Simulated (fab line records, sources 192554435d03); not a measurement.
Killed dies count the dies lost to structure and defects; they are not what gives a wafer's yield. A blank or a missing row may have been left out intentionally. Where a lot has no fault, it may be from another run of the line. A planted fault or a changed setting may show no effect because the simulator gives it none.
The tool behind it: which one? / flow n5_finfet / Sampling: 11 lots, 33 wafers, 4 of 1938 route steps

## WHAT THE GAUGES READ, wafer by wafer
N5_BEOL_M14_CD_MEAS_10 targets a cd of 250 nm.
lot=L567; measured=day 13 20:54; on=cd_sem-02; cd_nm (nm)=252.1 249.7 252.5
lot=L568; measured=day 14 06:23; on=cd_sem-03; cd_nm (nm)=249.7 248.1 249.6
lot=L571; measured=day 15 02:59; on=cd_sem-02; cd_nm (nm)=248.0 249.2 249.3
lot=L576; measured=day 16 06:51; on=cd_sem-01; cd_nm (nm)=247.3 249.8 250.3
lot=L572; measured=day 16 18:16; on=cd_sem-03; cd_nm (nm)=249.1 249.6 249.8
lot=L577; measured=day 17 14:17; on=cd_sem-01; cd_nm (nm)=253.3 248.8 253.1
lot=L580; measured=day 17 18:40; on=cd_sem-01; cd_nm (nm)=265.0 261.8 266.3
lot=L581; measured=day 18 09:35; on=cd_sem-02; cd_nm (nm)=264.3 269.6 266.2
lot=L578; measured=day 18 21:35; on=cd_sem-01; cd_nm (nm)=249.7 249.2 251.7
lot=L589; measured=day 19 21:44; on=cd_sem-03; cd_nm (nm)=251.7 252.3 249.1
lot=L588; measured=day 19 22:18; on=cd_sem-01; cd_nm (nm)=250.6 250.4 249.9

## TOOL THAT RAN EACH LOT (tool first, then ch and the chambers of the sampled wafers, then the start)
lot=L567; N5_BEOL_M13_DEGAS_41=pvd_sputter-01, day 13 18:49; N5_BEOL_M14_ILD_DEP_00=pecvd-03 ch 0,1, day 13 20:24; N5_BEOL_M14_PEB_08=litho_track-03 ch 0, day 13 20:47
lot=L568; N5_BEOL_M13_DEGAS_41=pvd_sputter-02, day 14 04:28; N5_BEOL_M14_ILD_DEP_00=pecvd-02 ch 0,1,2, day 14 05:46; N5_BEOL_M14_PEB_08=litho_track-04 ch 0, day 14 06:17
lot=L571; N5_BEOL_M13_DEGAS_41=pvd_sputter-02, day 15 01:07; N5_BEOL_M14_ILD_DEP_00=pecvd-03 ch 1,2, day 15 02:29; N5_BEOL_M14_PEB_08=litho_track-02 ch 0, day 15 02:53
lot=L576; N5_BEOL_M13_DEGAS_41=pvd_sputter-03, day 16 04:55; N5_BEOL_M14_ILD_DEP_00=pecvd-01 ch 1,2, day 16 06:13; N5_BEOL_M14_PEB_08=litho_track-02 ch 0, day 16 06:44
lot=L572; N5_BEOL_M13_DEGAS_41=pvd_sputter-03, day 16 16:16; N5_BEOL_M14_ILD_DEP_00=pecvd-01 ch 0,1, day 16 17:34; N5_BEOL_M14_PEB_08=litho_track-03 ch 0, day 16 18:10
lot=L577; N5_BEOL_M13_DEGAS_41=pvd_sputter-03, day 17 12:16; N5_BEOL_M14_ILD_DEP_00=pecvd-01 ch 1,2, day 17 13:47; N5_BEOL_M14_PEB_08=litho_track-04 ch 0, day 17 14:10
lot=L580; N5_BEOL_M13_DEGAS_41=pvd_sputter-01, day 17 16:38; N5_BEOL_M14_ILD_DEP_00=pecvd-01 ch 0,2, day 17 18:10; N5_BEOL_M14_PEB_08=litho_track-04 ch 0, day 17 18:33
lot=L581; N5_BEOL_M13_DEGAS_41=pvd_sputter-03, day 18 07:26; N5_BEOL_M14_ILD_DEP_00=pecvd-03 ch 1,2, day 18 08:58; N5_BEOL_M14_PEB_08=litho_track-04 ch 0, day 18 09:28
lot=L578; N5_BEOL_M13_DEGAS_41=pvd_sputter-01, day 18 19:07; N5_BEOL_M14_ILD_DEP_00=pecvd-01 ch 1,2, day 18 20:58; N5_BEOL_M14_PEB_08=litho_track-03 ch 0, day 18 21:28
lot=L589; N5_BEOL_M13_DEGAS_41=pvd_sputter-03, day 19 19:41; N5_BEOL_M14_ILD_DEP_00=pecvd-02 ch 0,1, day 19 21:07; N5_BEOL_M14_PEB_08=litho_track-02 ch 0, day 19 21:37
lot=L588; N5_BEOL_M13_DEGAS_41=pvd_sputter-03, day 19 20:22; N5_BEOL_M14_ILD_DEP_00=pecvd-01 ch 0,1, day 19 21:41; N5_BEOL_M14_PEB_08=litho_track-02 ch 0, day 19 22:11
- N5_BEOL_M13_DEGAS_41: time 60 s.
- N5_BEOL_M14_ILD_DEP_00: deposits SiO2 from TEOS/O2, target thk 1119.3 nm, time 237.4 s.
- N5_BEOL_M14_PEB_08: peb time 90 s.

## THE ANSWER, worked out from the rows above alone
Rule: the usual values come from the lots themselves. The widest of any qualifying gaps counts: lots, ordered by their means at a reading, are off when they make up no more than a third of the lots, leave a main group of 4 or more, and stand apart from it by 3 or more times the standard deviation of that group's means. Not used: any main group whose means are identical at the precision the tables above print for the reading. Also off: a lot with no number at a reading for which 4 or more lots have one. The other lots that the step has rows for count as sound.
Off: L580, L581, at N5_BEOL_M14_CD_MEAS_10 (cd_nm). The main group: mean 250.1 nm, standard deviation 1.
If a tool, at a process step before that reading, ran all the lots that are off and no sound lot after the first of them, it fits. The gauges at N5_BEOL_M14_CD_MEAS_10 are tried like those tools. One fits: litho_track-04 at N5_BEOL_M14_PEB_08. Its last sound lot is L577 (day 17 14:10), its first lot that is off L580 (day 17 18:33): a fault that began between those two fits.

## WHAT THE SIMULATOR PUT IN
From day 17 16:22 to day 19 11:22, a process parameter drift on litho_track-04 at N5_BEOL_M14_PEB_08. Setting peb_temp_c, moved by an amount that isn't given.
Lots struck among those shown: L580, L581. The same result came from the rule above.
